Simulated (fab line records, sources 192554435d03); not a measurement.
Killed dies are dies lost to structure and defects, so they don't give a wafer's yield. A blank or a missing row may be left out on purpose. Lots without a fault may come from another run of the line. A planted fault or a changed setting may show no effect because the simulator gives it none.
Which tool did it? | flow n5_finfet | 9 lots, 27 wafers sampled, at 2 steps of a route of 1938

WHAT THE GAUGES READ, wafer by wafer
N5_ZERO_LAYER_INSPECT_20: inspects for defects (darkfield).
lot  | measured    | on                | raw_defect_count
L709 | day 3 19:16 | defect_inspect-02 | 46 34 32
L713 | day 4 19:29 | defect_inspect-02 | 30 20 32
L714 | day 5 01:56 | defect_inspect-02 | 72 35 58
L715 | day 5 07:26 | defect_inspect-02 | 39 18 25
L717 | day 5 19:20 | defect_inspect-01 | 16 33 25
L718 | day 6 01:40 | defect_inspect-02 | 948 972 979
L720 | day 6 13:25 | defect_inspect-01 | 929 985 942
L722 | day 7 01:23 | defect_inspect-02 | 1000 961 987
L723 | day 7 07:17 | defect_inspect-02 | 54 46 57

WHICH TOOL RAN EACH LOT (tool, then ch and the chambers of the sampled wafers, then the start)
lot  | N5_ZERO_LAYER_STRIP_24
L709 | plasma_asher-02 ch 0,1, day 3 18:53
L713 | plasma_asher-02 ch 0,1, day 4 18:56
L714 | plasma_asher-01 ch 0,1, day 5 01:34
L715 | plasma_asher-02 ch 0,1, day 5 07:03
L717 | plasma_asher-01 ch 0,1, day 5 18:58
L718 | plasma_asher-01 ch 0,1, day 6 01:19
L720 | plasma_asher-01 ch 0,1, day 6 13:02
L722 | plasma_asher-01 ch 0,1, day 7 01:02
L723 | plasma_asher-02 ch 0,1, day 7 06:55
- N5_ZERO_LAYER_STRIP_24: strips in O2.

THE ANSWER, worked out from the rows above alone
Rule: what is usual is taken from the lots themselves. Put in order of their means at a reading, lots are off if they are a third of the lots or fewer, leave a main group of 4 or more, and stand apart from it by a gap of 3 or more times the standard deviation of the main group's means; of several such gaps the widest counts. A main group whose means are all the same, to the digits that the tables above print for the reading, isn't used. A lot without any number at a reading at which 4 lots or more have one is off too. The other lots that the step has rows for count as sound.
Off: L718, L720, L722, at N5_ZERO_LAYER_INSPECT_20 (raw_defect_count). The main group: mean 37, standard deviation 12.
A tool fits if, at a process step before that reading, it ran every lot that is off, and no sound lot after the first of them. The gauges at N5_ZERO_LAYER_INSPECT_20 are tried like those tools. One fits: plasma_asher-01 at N5_ZERO_LAYER_STRIP_24. Its last sound lot is L717 (day 5 18:58), its first lot that is off L718 (day 6 01:19): a fault that began between those two fits.

WHAT THE SIMULATOR HAD PUT IN
Chamber particle source: plasma_asher-01, from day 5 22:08 on, at N5_ZERO_LAYER_STRIP_24. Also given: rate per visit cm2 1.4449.
Lots struck among those shown: L718, L720, L722. The rule above found the same.
